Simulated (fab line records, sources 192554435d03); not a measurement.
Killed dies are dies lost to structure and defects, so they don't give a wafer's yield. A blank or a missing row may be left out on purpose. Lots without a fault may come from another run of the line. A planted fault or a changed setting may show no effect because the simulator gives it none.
Problem report in the 8D (eight disciplines) form, filled by code | flow n5_finfet | the parts of the form that need people (team, actions taken, sign-off) are left out

1. THE PROBLEM
spin_speed_rpm at N5_BEOL_M9_COAT_59 reads a mean of 1565.3 rpm on 6 wafers of 2 lots; wafers without a fault read 1500.2 rpm with a standard deviation of 1.1. That is +59 standard deviations from the usual mean.
The step: time 60 s, resist thk 100 nm.
First seen on wafer L484.2, day 13 11:44, on litho_track-04. The record holds 12 wafers of 4 lots with a number at this step. Rule for "out", or "out of limits": more than 4 standard deviations from the usual mean. The other wafers with a number count as sound.

2. WHAT IT IS AND WHAT IT IS NOT
question                    | is                     | is not
which readings at this step | spin_speed_rpm         | dispense_pressure_kPa
which lots                  | L484, L487             | L481, L489
which wafers of those lots  | all that have a number | -
read on which tools         | litho_track-04         | litho_track-01
when                        | from day 13 11:44      | up to then (3 sound wafers); but 3 sound wafers of L489 came after

3. SUSPECTS, AND WHAT RULES EACH OUT
Counting: a tool at a process step up to the reading stays a suspect if it ran every lot that is out and no sound lot after the first of them.
- litho_track-04 at N5_BEOL_M9_COAT_59 (time 60 s, resist thk 100 nm): kept. It ran every lot that is out, first L484 (day 13 11:44), and no sound lot after that; its last sound lot up to then is L481 (day 12 21:34). Its own readings are out on those wafers: spin_speed_rpm.
Left after counting: litho_track-04 at N5_BEOL_M9_COAT_59.

4. THE CAUSE (what the simulator had put in)
Process parameter drift: litho_track-04, from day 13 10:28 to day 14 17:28, at N5_BEOL_M9_COAT_59. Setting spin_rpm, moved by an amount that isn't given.
Counting left only this tool.

5. THE CHAIN OF EFFECTS, in route order
Each row: a reading whose mean over the struck wafers that have a number lies more than 3 standard deviations from the usual. Only readings for which the record gives a usual standard deviation are gone through. hours: the time from each lot's start at the first step in this table that gives one to its start at this step, as a median over the lots. sigmas: the change in usual standard deviations.
hours | step               | reading        | usual      | on struck wafers | change | sigmas
0     | N5_BEOL_M9_COAT_59 | spin_speed_rpm | 1500.2 rpm | 1565.3           | +65.1  | +59
The process steps in it:
- N5_BEOL_M9_COAT_59: time 60 s, resist thk 100 nm.

6. WHAT WOULD HAVE CAUGHT IT SOONER
In this record the first reading out of limits was taken at day 13 11:44, 1 hour after the fault began at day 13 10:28.
